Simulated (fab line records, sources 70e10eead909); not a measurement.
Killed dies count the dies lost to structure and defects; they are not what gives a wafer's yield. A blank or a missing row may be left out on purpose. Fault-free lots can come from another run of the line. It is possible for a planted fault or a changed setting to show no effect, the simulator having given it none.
Which of the tools did it? + flow nand harc + Sampling: 12 lots, 36 wafers, 2 of 1302 route steps

== WHAT EACH GAUGE READ, for each wafer ==
NHARC_A_BLC_CD_MEAS_19.
| lot  | measured     | on        | cd nm (nm)        |
|------|--------------|-----------|-------------------|
| L719 | day 23 01:25 | cd sem-02 | 97.6 98.6 95.7    |
| L721 | day 23 04:58 | cd sem-01 | 102.7 99.7 96.2   |
| L722 | day 24 17:02 | cd sem-03 | 102.5 97.9 100.9  |
| L723 | day 25 18:01 | cd sem-01 | 102.1 99.8 98.3   |
| L724 | day 25 20:36 | cd sem-02 | 96.7 100.2 98.4   |
| L727 | day 25 20:59 | cd sem-03 | 102.3 101.8 101.0 |
| L726 | day 25 22:53 | cd sem-01 | 99.0 95.1 100.0   |
| L731 | day 27 22:11 | cd sem-03 | 100.6 97.6 96.9   |
| L734 | day 28 11:23 | cd sem-03 | 95.2 99.0 100.3   |
| L741 | day 31 22:14 | cd sem-01 | 100.8 99.2 102.1  |
| L740 | day 32 01:05 | cd sem-01 | 102.8 99.7 102.6  |
| L742 | day 32 02:04 | cd sem-03 | 98.1 95.0 97.6    |

== EACH LOT AND THE TOOL THAT RAN IT (in order: tool; ch and the chambers of the sampled wafers; start) ==
| lot  | NHARC_A_CONTACT_ETCH_139             |
|------|--------------------------------------|
| L719 | har cap etch-03 ch 0, day 22 20:14   |
| L721 | har cap etch-01 ch 0,1, day 22 23:59 |
| L722 | har cap etch-03 ch 0,1, day 24 11:53 |
| L723 | har cap etch-02 ch 0,1, day 25 13:12 |
| L724 | har cap etch-03 ch 0,1, day 25 15:08 |
| L727 | har cap etch-01 ch 0, day 25 16:10   |
| L726 | har cap etch-02 ch 0, day 25 17:58   |
| L731 | har cap etch-01 ch 0,1, day 27 17:17 |
| L734 | har cap etch-02 ch 0,1, day 28 06:40 |
| L741 | har cap etch-03 ch 0,1, day 31 16:49 |
| L740 | har cap etch-02 ch 0,1, day 31 18:40 |
| L742 | har cap etch-01 ch 0,1, day 31 21:04 |
- NHARC_A_CONTACT_ETCH_139: etches the open film in C4F8/O2/Ar, time 195 s, target depth 840 nm.

== AS READ BY THE TOOLS THEMSELVES (means over the sampled wafers that have a number; for cases with no such wafer, the mark the record gives instead) ==
The record holds no such reading with a usual standard deviation.

== THE ANSWER, worked out from the rows above alone ==
Rule: the usual values come from the lots themselves. Put in order of their means at a reading, lots are off if they are a third of the lots or fewer, leave a main group of 4 or more, and stand apart from it by a gap of 3 or more times the standard deviation of the main group's means; of several such gaps the widest counts. If all means in a main group match to the digits the tables above print for the reading, that group is not used. A lot without any number at a reading at which 4 lots or more have one is off too. Any other lot the step has rows for is counted as sound. First the gauges in route order, then the tools' own readings, where a lot's mean is used as printed above. At the first step where some lot is off, the reading lying furthest off is the one used; lots without a number count as furthest.
Across all readings shown, no lot is off: no conclusion can be drawn from this.

== WHAT THE SIMULATOR HAD PUT IN ==
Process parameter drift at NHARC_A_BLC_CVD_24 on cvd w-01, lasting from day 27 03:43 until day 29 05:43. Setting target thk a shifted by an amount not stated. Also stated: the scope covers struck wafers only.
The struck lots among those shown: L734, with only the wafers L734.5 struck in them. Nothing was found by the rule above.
